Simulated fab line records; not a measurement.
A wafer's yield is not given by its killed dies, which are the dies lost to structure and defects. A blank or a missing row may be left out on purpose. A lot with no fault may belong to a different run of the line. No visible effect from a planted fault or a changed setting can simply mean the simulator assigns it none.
What tool caused it? || flow n5Finfet || 29 wafers from 10 lots sampled at 5 of the route's 1938 steps

WHAT THE GAUGES SHOWED, per wafer
No reading from a measuring or inspecting step in the record can be judged against a usual standard deviation.

WHICH TOOL RAN EACH LOT (tool, then ch and the chambers of the sampled wafers, then the start)
{"lot": "L565", "N5_MOL_CONTACT_COAG_ALD_27": "aldSin-02 ch 0,1,3, day 5 09:28", "N5_PASSIVATION_DESCUM_12": "rieDiel-05 ch 1,2, day 13 14:42", "N5_PASSIVATION_ETCH_54": "rieDiel-01 ch 0,1,3, day 13 18:11", "N5_PASSIVATION_STRIP_48": "rieDiel-01 ch 0,1,3, day 13 18:28", "N5_PASSIVATION_PROBE_49": "-"}
{"lot": "L566", "N5_MOL_CONTACT_COAG_ALD_27": "aldSin-03 ch 0,1, day 5 13:23", "N5_PASSIVATION_DESCUM_12": "rieDiel-05 ch 1,2, day 13 04:58", "N5_PASSIVATION_ETCH_54": "rieDiel-04 ch 1,2, day 13 09:16", "N5_PASSIVATION_STRIP_48": "rieDiel-04 ch 1,2, day 13 09:34", "N5_PASSIVATION_PROBE_49": "-"}
{"lot": "L567", "N5_MOL_CONTACT_COAG_ALD_27": "aldSin-03 ch 2,3, day 5 22:34", "N5_PASSIVATION_DESCUM_12": "rieDiel-02 ch 1,3, day 13 22:43", "N5_PASSIVATION_ETCH_54": "rieDiel-03 ch 0,1,2, day 14 03:24", "N5_PASSIVATION_STRIP_48": "rieDiel-03 ch 0,1,2, day 14 03:41", "N5_PASSIVATION_PROBE_49": "-"}
{"lot": "L568", "N5_MOL_CONTACT_COAG_ALD_27": "aldSin-02 ch 0,2,3, day 6 02:33", "N5_PASSIVATION_DESCUM_12": "rieDiel-02 ch 0,2,3, day 13 23:12", "N5_PASSIVATION_ETCH_54": "rieDiel-01 ch 0,2,3, day 14 03:22", "N5_PASSIVATION_STRIP_48": "rieDiel-01 ch 0,2,3, day 14 03:39", "N5_PASSIVATION_PROBE_49": "-"}
{"lot": "L569", "N5_MOL_CONTACT_COAG_ALD_27": "aldSin-03 ch 1,2,3, day 6 12:46", "N5_PASSIVATION_DESCUM_12": "rieDiel-02 ch 0,2,3, day 13 23:59", "N5_PASSIVATION_ETCH_54": "rieDiel-04 ch 0,1,2, day 14 04:18", "N5_PASSIVATION_STRIP_48": "rieDiel-04 ch 0,1,2, day 14 04:35", "N5_PASSIVATION_PROBE_49": "-"}
{"lot": "L571", "N5_MOL_CONTACT_COAG_ALD_27": "aldSin-03 ch 0,1, day 6 20:24", "N5_PASSIVATION_DESCUM_12": "rieDiel-06 ch 0,1,3, day 15 04:37", "N5_PASSIVATION_ETCH_54": "rieDiel-01 ch 0,1,3, day 15 09:10", "N5_PASSIVATION_STRIP_48": "rieDiel-01 ch 0,1,3, day 15 09:28", "N5_PASSIVATION_PROBE_49": "-"}
{"lot": "L574", "N5_MOL_CONTACT_COAG_ALD_27": "aldSin-03 ch 0,1,3, day 7 20:37", "N5_PASSIVATION_DESCUM_12": "rieDiel-02 ch 0,3, day 15 23:59", "N5_PASSIVATION_ETCH_54": "rieDiel-04 ch 0,3, day 16 04:14", "N5_PASSIVATION_STRIP_48": "rieDiel-04 ch 0,3, day 16 04:32", "N5_PASSIVATION_PROBE_49": "-"}
{"lot": "L576", "N5_MOL_CONTACT_COAG_ALD_27": "aldSin-02 ch 0,1,3, day 8 06:48", "N5_PASSIVATION_DESCUM_12": "rieDiel-06 ch 1,2, day 16 09:14", "N5_PASSIVATION_ETCH_54": "rieDiel-03 ch 0,1,3, day 16 13:36", "N5_PASSIVATION_STRIP_48": "rieDiel-03 ch 0,1,3, day 16 13:53", "N5_PASSIVATION_PROBE_49": "-"}
{"lot": "L578", "N5_MOL_CONTACT_COAG_ALD_27": "aldSin-03 ch 0,1,3, day 8 19:14", "N5_PASSIVATION_DESCUM_12": "rieDiel-06 ch 0,1,3, day 16 00:19", "N5_PASSIVATION_ETCH_54": "rieDiel-01 ch 0,1,3, day 16 04:23", "N5_PASSIVATION_STRIP_48": "rieDiel-01 ch 0,1,3, day 16 04:40", "N5_PASSIVATION_PROBE_49": "prober-02, day 16 09:00"}
{"lot": "L579", "N5_MOL_CONTACT_COAG_ALD_27": "aldSin-03 ch 0,3, day 9 02:05", "N5_PASSIVATION_DESCUM_12": "rieDiel-02 ch 0,3, day 17 11:38", "N5_PASSIVATION_ETCH_54": "rieDiel-01 ch 0,1, day 17 15:26", "N5_PASSIVATION_STRIP_48": "rieDiel-01 ch 0,1, day 17 15:43", "N5_PASSIVATION_PROBE_49": "prober-01, day 17 18:13"}
- N5_MOL_CONTACT_COAG_ALD_27: deposits SiOC, target thk 17 nm, pulse time 1.5 s, time 2720 s.
- N5_PASSIVATION_DESCUM_12: chemistry O2, time 7.9 s.
- N5_PASSIVATION_ETCH_54: etches SiO2 in CHF3/O2, target depth 880 nm, time 440 s.
- N5_PASSIVATION_STRIP_48: strips in O2.
- N5_PASSIVATION_PROBE_49

WHAT THE TOOLS THEMSELVES READ (means of the sampled wafers that have a number; where no wafer has one, the mark that the record gives instead)
N5_MOL_CONTACT_COAG_ALD_27. Usual: heaterPowerW 857 W, standard deviation 100; precursorPulseHeightRel 1.004, standard deviation 0.019.
{"lot": "L565", "tool": "aldSin-02", "heaterPowerW (W)": 857, "precursorPulseHeightRel": 1.011, "flag": ""}
{"lot": "L566", "tool": "aldSin-03", "heaterPowerW (W)": 801, "precursorPulseHeightRel": 1.002, "flag": ""}
{"lot": "L567", "tool": "aldSin-03", "heaterPowerW (W)": 853, "precursorPulseHeightRel": 1.019, "flag": ""}
{"lot": "L568", "tool": "aldSin-02", "heaterPowerW (W)": 858, "precursorPulseHeightRel": 0.999, "flag": ""}
{"lot": "L569", "tool": "aldSin-03", "heaterPowerW (W)": 842, "precursorPulseHeightRel": 0.997, "flag": ""}
{"lot": "L571", "tool": "aldSin-03", "heaterPowerW (W)": 815, "precursorPulseHeightRel": 0.994, "flag": ""}
{"lot": "L574", "tool": "aldSin-03", "heaterPowerW (W)": 840, "precursorPulseHeightRel": 1.022, "flag": ""}
{"lot": "L576", "tool": "aldSin-02", "heaterPowerW (W)": 856, "precursorPulseHeightRel": 1.000, "flag": ""}
{"lot": "L578", "tool": "aldSin-03", "heaterPowerW (W)": 840, "precursorPulseHeightRel": 1.021, "flag": ""}
{"lot": "L579", "tool": "aldSin-03", "heaterPowerW (W)": 879, "precursorPulseHeightRel": 1.011, "flag": ""}

N5_PASSIVATION_DESCUM_12. Usual: drypumpMotorCurrentA 5.7 A, standard deviation 0.34; oesProductAu 0.77 a.u., standard deviation 0.078; rfVppV 242.8 V, standard deviation 1.5; showerheadPlenumPTorr 2.07 Torr, standard deviation 0.082; tempC 39.99 C, standard deviation 0.12; throttleValvePct 20.5 %, standard deviation 0.3.
{"lot": "L565", "tool": "rieDiel-05", "drypumpMotorCurrentA (A)": 5.5, "oesProductAu (a.u.)": 0.78, "rfVppV (V)": 242.7, "showerheadPlenumPTorr (Torr)": 2.07, "tempC (C)": 39.96, "throttleValvePct (%)": 20.4, "flag": ""}
{"lot": "L566", "tool": "rieDiel-05", "drypumpMotorCurrentA (A)": 5.8, "oesProductAu (a.u.)": 0.74, "rfVppV (V)": 243.1, "showerheadPlenumPTorr (Torr)": 2.11, "tempC (C)": 39.95, "throttleValvePct (%)": 20.3, "flag": ""}
{"lot": "L567", "tool": "rieDiel-02", "drypumpMotorCurrentA (A)": 5.8, "oesProductAu (a.u.)": 0.73, "rfVppV (V)": 243.0, "showerheadPlenumPTorr (Torr)": 2.11, "tempC (C)": 39.96, "throttleValvePct (%)": 20.7, "flag": ""}
{"lot": "L568", "tool": "rieDiel-02", "drypumpMotorCurrentA (A)": 5.4, "oesProductAu (a.u.)": 0.79, "rfVppV (V)": 243.4, "showerheadPlenumPTorr (Torr)": 2.07, "tempC (C)": 39.96, "throttleValvePct (%)": 20.4, "flag": ""}
{"lot": "L569", "tool": "rieDiel-02", "drypumpMotorCurrentA (A)": 5.5, "oesProductAu (a.u.)": 0.79, "rfVppV (V)": 242.8, "showerheadPlenumPTorr (Torr)": 2.07, "tempC (C)": 40.10, "throttleValvePct (%)": 20.4, "flag": ""}
{"lot": "L571", "tool": "rieDiel-06", "drypumpMotorCurrentA (A)": 5.6, "oesProductAu (a.u.)": 0.79, "rfVppV (V)": 242.6, "showerheadPlenumPTorr (Torr)": 2.10, "tempC (C)": 39.95, "throttleValvePct (%)": 20.5, "flag": ""}
{"lot": "L574", "tool": "rieDiel-02", "drypumpMotorCurrentA (A)": 5.5, "oesProductAu (a.u.)": 0.77, "rfVppV (V)": 242.5, "showerheadPlenumPTorr (Torr)": 2.09, "tempC (C)": 39.94, "throttleValvePct (%)": 20.4, "flag": ""}
{"lot": "L576", "tool": "rieDiel-06", "drypumpMotorCurrentA (A)": 5.9, "oesProductAu (a.u.)": 0.69, "rfVppV (V)": 241.2, "showerheadPlenumPTorr (Torr)": 1.97, "tempC (C)": 39.99, "throttleValvePct (%)": 20.9, "flag": ""}
{"lot": "L578", "tool": "rieDiel-06", "drypumpMotorCurrentA (A)": 5.6, "oesProductAu (a.u.)": 0.78, "rfVppV (V)": 243.1, "showerheadPlenumPTorr (Torr)": 2.10, "tempC (C)": 39.99, "throttleValvePct (%)": 20.5, "flag": ""}
{"lot": "L579", "tool": "rieDiel-02", "drypumpMotorCurrentA (A)": 5.5, "oesProductAu (a.u.)": 0.78, "rfVppV (V)": 243.2, "showerheadPlenumPTorr (Torr)": 2.09, "tempC (C)": 39.88, "throttleValvePct (%)": 20.4, "flag": ""}

N5_PASSIVATION_ETCH_54. Usual: drypumpMotorCurrentA 5.8 A, standard deviation 0.32; oesProductAu 0.79 a.u., standard deviation 0.073; rfVppV 524 V, standard deviation 5.3; showerheadPlenumPTorr 2.37 Torr, standard deviation 0.086; throttleValvePct 18.77 %, standard deviation 0.3.
{"lot": "L565", "tool": "rieDiel-01", "drypumpMotorCurrentA (A)": 5.9, "oesProductAu (a.u.)": 0.81, "rfVppV (V)": 522, "showerheadPlenumPTorr (Torr)": 2.32, "throttleValvePct (%)": 18.67, "flag": ""}
{"lot": "L566", "tool": "rieDiel-04", "drypumpMotorCurrentA (A)": 6.0, "oesProductAu (a.u.)": 0.78, "rfVppV (V)": 530, "showerheadPlenumPTorr (Torr)": 2.53, "throttleValvePct (%)": 18.99, "flag": ""}
{"lot": "L567", "tool": "rieDiel-03", "drypumpMotorCurrentA (A)": 5.6, "oesProductAu (a.u.)": 0.81, "rfVppV (V)": 524, "showerheadPlenumPTorr (Torr)": 2.39, "throttleValvePct (%)": 18.80, "flag": ""}
{"lot": "L568", "tool": "rieDiel-01", "drypumpMotorCurrentA (A)": 6.0, "oesProductAu (a.u.)": 0.82, "rfVppV (V)": 524, "showerheadPlenumPTorr (Torr)": 2.33, "throttleValvePct (%)": 18.65, "flag": ""}
{"lot": "L569", "tool": "rieDiel-04", "drypumpMotorCurrentA (A)": 5.7, "oesProductAu (a.u.)": 0.78, "rfVppV (V)": 524, "showerheadPlenumPTorr (Torr)": 2.45, "throttleValvePct (%)": 18.90, "flag": ""}
{"lot": "L571", "tool": "rieDiel-01", "drypumpMotorCurrentA (A)": 5.9, "oesProductAu (a.u.)": 0.79, "rfVppV (V)": 524, "showerheadPlenumPTorr (Torr)": 2.32, "throttleValvePct (%)": 18.70, "flag": ""}
{"lot": "L574", "tool": "rieDiel-04", "drypumpMotorCurrentA (A)": 5.5, "oesProductAu (a.u.)": 0.78, "rfVppV (V)": 523, "showerheadPlenumPTorr (Torr)": 2.39, "throttleValvePct (%)": 18.70, "flag": ""}
{"lot": "L576", "tool": "rieDiel-03", "drypumpMotorCurrentA (A)": 5.8, "oesProductAu (a.u.)": 0.78, "rfVppV (V)": 522, "showerheadPlenumPTorr (Torr)": 2.32, "throttleValvePct (%)": 18.78, "flag": ""}
{"lot": "L578", "tool": "rieDiel-01", "drypumpMotorCurrentA (A)": 5.9, "oesProductAu (a.u.)": 0.78, "rfVppV (V)": 523, "showerheadPlenumPTorr (Torr)": 2.32, "throttleValvePct (%)": 18.70, "flag": ""}
{"lot": "L579", "tool": "rieDiel-01", "drypumpMotorCurrentA (A)": 6.0, "oesProductAu (a.u.)": 0.80, "rfVppV (V)": 524, "showerheadPlenumPTorr (Torr)": 2.32, "throttleValvePct (%)": 18.53, "flag": ""}

N5_PASSIVATION_STRIP_48. Usual: drypumpMotorCurrentA 5.8 A, standard deviation 0.32; oesProductAu 0.79 a.u., standard deviation 0.078; rfVppV 3.6 V, standard deviation 2.3; showerheadPlenumPTorr 2.07 Torr, standard deviation 0.071; tempC 60.00 C, standard deviation 0.13; throttleValvePct 16.65 %, standard deviation 0.28.
{"lot": "L565", "tool": "rieDiel-01", "drypumpMotorCurrentA (A)": 5.9, "oesProductAu (a.u.)": 0.82, "rfVppV (V)": 3.3, "showerheadPlenumPTorr (Torr)": 2.03, "tempC (C)": 60.02, "throttleValvePct (%)": 16.59, "flag": ""}
{"lot": "L566", "tool": "rieDiel-04", "drypumpMotorCurrentA (A)": 6.0, "oesProductAu (a.u.)": 0.79, "rfVppV (V)": 4.3, "showerheadPlenumPTorr (Torr)": 2.18, "tempC (C)": 60.03, "throttleValvePct (%)": 16.73, "flag": ""}
{"lot": "L567", "tool": "rieDiel-03", "drypumpMotorCurrentA (A)": 5.6, "oesProductAu (a.u.)": 0.79, "rfVppV (V)": 5.0, "showerheadPlenumPTorr (Torr)": 2.08, "tempC (C)": 60.00, "throttleValvePct (%)": 16.70, "flag": ""}
{"lot": "L568", "tool": "rieDiel-01", "drypumpMotorCurrentA (A)": 6.0, "oesProductAu (a.u.)": 0.81, "rfVppV (V)": 2.4, "showerheadPlenumPTorr (Torr)": 2.03, "tempC (C)": 59.90, "throttleValvePct (%)": 16.52, "flag": ""}
{"lot": "L569", "tool": "rieDiel-04", "drypumpMotorCurrentA (A)": 5.8, "oesProductAu (a.u.)": 0.78, "rfVppV (V)": 6.1, "showerheadPlenumPTorr (Torr)": 2.12, "tempC (C)": 60.01, "throttleValvePct (%)": 16.72, "flag": ""}
{"lot": "L571", "tool": "rieDiel-01", "drypumpMotorCurrentA (A)": 5.9, "oesProductAu (a.u.)": 0.77, "rfVppV (V)": 4.1, "showerheadPlenumPTorr (Torr)": 2.02, "tempC (C)": 59.96, "throttleValvePct (%)": 16.59, "flag": ""}
{"lot": "L574", "tool": "rieDiel-04", "drypumpMotorCurrentA (A)": 5.5, "oesProductAu (a.u.)": 0.79, "rfVppV (V)": 2.1, "showerheadPlenumPTorr (Torr)": 2.08, "tempC (C)": 59.96, "throttleValvePct (%)": 16.57, "flag": ""}
{"lot": "L576", "tool": "rieDiel-03", "drypumpMotorCurrentA (A)": 5.8, "oesProductAu (a.u.)": 0.78, "rfVppV (V)": 2.6, "showerheadPlenumPTorr (Torr)": 2.01, "tempC (C)": 59.96, "throttleValvePct (%)": 16.60, "flag": ""}
{"lot": "L578", "tool": "rieDiel-01", "drypumpMotorCurrentA (A)": 6.0, "oesProductAu (a.u.)": 0.77, "rfVppV (V)": 2.4, "showerheadPlenumPTorr (Torr)": 2.02, "tempC (C)": 59.96, "throttleValvePct (%)": 16.63, "flag": ""}
{"lot": "L579", "tool": "rieDiel-01", "drypumpMotorCurrentA (A)": 6.0, "oesProductAu (a.u.)": 0.80, "rfVppV (V)": 2.9, "showerheadPlenumPTorr (Torr)": 2.03, "tempC (C)": 60.08, "throttleValvePct (%)": 16.57, "flag": ""}

N5_PASSIVATION_PROBE_49. Usual: defectLimitedYield 91.2 %, standard deviation 1.5; killed_at_M0_to_M3 32, standard deviation 9.6; killed_at_M4_up 13, standard deviation 5.3; killedAtContacts 13, standard deviation 6.7; killedAtFrontEnd 42, standard deviation 11; killedAtOther 3.8, standard deviation 2.9; killedDies 103, standard deviation 17; killedOnRim 14, standard deviation 4.4; killedOpen 67, standard deviation 13; killedShort 35, standard deviation 7.9; sort_bin_5_function 5.2 %, standard deviation 0.94; sort_bin_6_memory 3.3 %, standard deviation 0.64; sortNPass 1077, standard deviation 17; sortYieldPct 91.2 %, standard deviation 1.5.
{"lot": "L578", "tool": "prober-02", "defectLimitedYield (%)": 88.6, "killed_at_M0_to_M3": 39, "killed_at_M4_up": 8, "killedAtContacts": 34, "killedAtFrontEnd": 49, "killedAtOther": 4.0, "killedDies": 134, "killedOnRim": 21, "killedOpen": 75, "killedShort": 33, "sort_bin_5_function (%)": 7.0, "sort_bin_6_memory (%)": 3.3, "sortNPass": 1046, "sortYieldPct (%)": 88.6, "flag": "OFF"}
{"lot": "L579", "tool": "prober-01", "defectLimitedYield (%)": 87.2, "killed_at_M0_to_M3": 32, "killed_at_M4_up": 15, "killedAtContacts": 56, "killedAtFrontEnd": 40, "killedAtOther": 6.5, "killedDies": 150, "killedOnRim": 20, "killedOpen": 68, "killedShort": 40, "sort_bin_5_function (%)": 7.7, "sort_bin_6_memory (%)": 4.0, "sortNPass": 1030, "sortYieldPct (%)": 87.2, "flag": "OFF"}

THE ANSWER, worked out from the rows above alone
Rule: take the mean of a lot's wafers that have a number; if it is more than 3 standard deviations from the usual mean, the lot is off. Also off: a lot with no number at a reading for which 4 or more lots have one. The other lots that the step has rows for count as sound. After the gauges, taken in route order, come the tools' own readings; for these a lot's mean is taken, as printed above. The first step at which some lot is off is used, and at that step the reading that is off furthest; a lot without a number counts as furthest.
Off, at N5_PASSIVATION_PROBE_49 on killedAtContacts: L578, L579. Neither off nor sound, because the step has no rows for them: L565, L566, L567, L568, L569, L571, L574, L576.
A tool fits if, at that step or a process step before it, it ran every lot that is off, and no sound lot after the first of them. 2 tools fit, aldSin-03 at N5_MOL_CONTACT_COAG_ALD_27 and rieDiel-01 at N5_PASSIVATION_ETCH_54 and N5_PASSIVATION_STRIP_48, so this cannot tell which one it is.

WHAT HAD BEEN PUT IN BY THE SIMULATOR
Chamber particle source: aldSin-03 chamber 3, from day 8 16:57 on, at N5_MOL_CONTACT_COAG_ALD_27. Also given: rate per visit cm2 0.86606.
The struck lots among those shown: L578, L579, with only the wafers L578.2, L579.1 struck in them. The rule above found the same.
